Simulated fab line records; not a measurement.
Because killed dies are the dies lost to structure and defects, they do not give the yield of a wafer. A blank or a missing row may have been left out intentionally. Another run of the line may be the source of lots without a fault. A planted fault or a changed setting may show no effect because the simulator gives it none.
Chamber matching :: flow nand harc :: rie diel-11 running NHARC_A_STAIRCASE_ETCH_444: 4 sister chambers
The step etches the open film in C4F8/O2, target depth 10200 nm, time 3400 s. 8 wafers are shown with their chamber, then 10 later ones without.

## EACH WAFER AND ITS CHAMBER
wafer: L079.2
chamber: 2
rf vpp V (V): 815
oes product au (a.u.): 0.915

wafer: L083.3
chamber: 0
rf vpp V (V): 801
oes product au (a.u.): 0.972

wafer: L083.5
chamber: 2
rf vpp V (V): 814
oes product au (a.u.): 0.930

wafer: L085.1
chamber: 0
rf vpp V (V): 801
oes product au (a.u.): 0.932

wafer: L085.4
chamber: 1
rf vpp V (V): 814
oes product au (a.u.): 0.947

wafer: L085.5
chamber: 3
rf vpp V (V): 799
oes product au (a.u.): 0.915

wafer: L091.1
chamber: 1
rf vpp V (V): 814
oes product au (a.u.): 0.942

wafer: L091.4
chamber: 3
rf vpp V (V): 800
oes product au (a.u.): 0.939

## WAFERS WHOSE CHAMBER IS MISSING
wafer: L091.6
rf vpp V (V): 800
oes product au (a.u.): 0.906

wafer: L094.1
rf vpp V (V): 813
oes product au (a.u.): 0.925

wafer: L094.4
rf vpp V (V): 800
oes product au (a.u.): 0.936

wafer: L094.6
rf vpp V (V): 800
oes product au (a.u.): 0.931

wafer: L095.2
rf vpp V (V): 813
oes product au (a.u.): 0.956

wafer: L095.4
rf vpp V (V): 798
oes product au (a.u.): 0.945

wafer: L095.5
rf vpp V (V): 812
oes product au (a.u.): 0.952

wafer: L095.1
rf vpp V (V): 813
oes product au (a.u.): 0.935

wafer: L095.3
rf vpp V (V): 801
oes product au (a.u.): 0.912

wafer: L095.6
rf vpp V (V): 814
oes product au (a.u.): 0.931

## EACH ONE'S CHAMBER
wafer: L091.6
from the rows above: can't be placed: 3 or 0
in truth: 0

wafer: L094.1
from the rows above: can't be placed: 1 or 2
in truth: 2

wafer: L094.4
from the rows above: can't be placed: 3 or 0
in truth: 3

wafer: L094.6
from the rows above: can't be placed: 3 or 0
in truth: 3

wafer: L095.2
from the rows above: can't be placed: 1 or 2
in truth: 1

wafer: L095.4
from the rows above: 3
in truth: 3

wafer: L095.5
from the rows above: can't be placed: 1 or 2
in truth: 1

wafer: L095.1
from the rows above: can't be placed: 1 or 2
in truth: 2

wafer: L095.3
from the rows above: can't be placed: 0 or 3
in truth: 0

wafer: L095.6
from the rows above: can't be placed: 1 or 2
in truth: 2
Correct placement for 1 of the 10. Not placeable from these rows: 9 (in 9, the candidates include the true chamber). 0 placed wrongly.
How it was worked out, from the rows above alone: a wafer's distance from a chamber is the root of the sum, over the readings, of the square of ((its reading less the chamber's mean) divided by the reading's scatter). The wafer belongs to the nearest chamber; if the next one is less than 2 further off, it can't be placed. For every chamber, the mean is computed from those of its wafers that are shown. The scatter: the root of (the sum of the squares of (reading less its chamber's mean) over the shown wafers, divided by (wafers less chambers)).
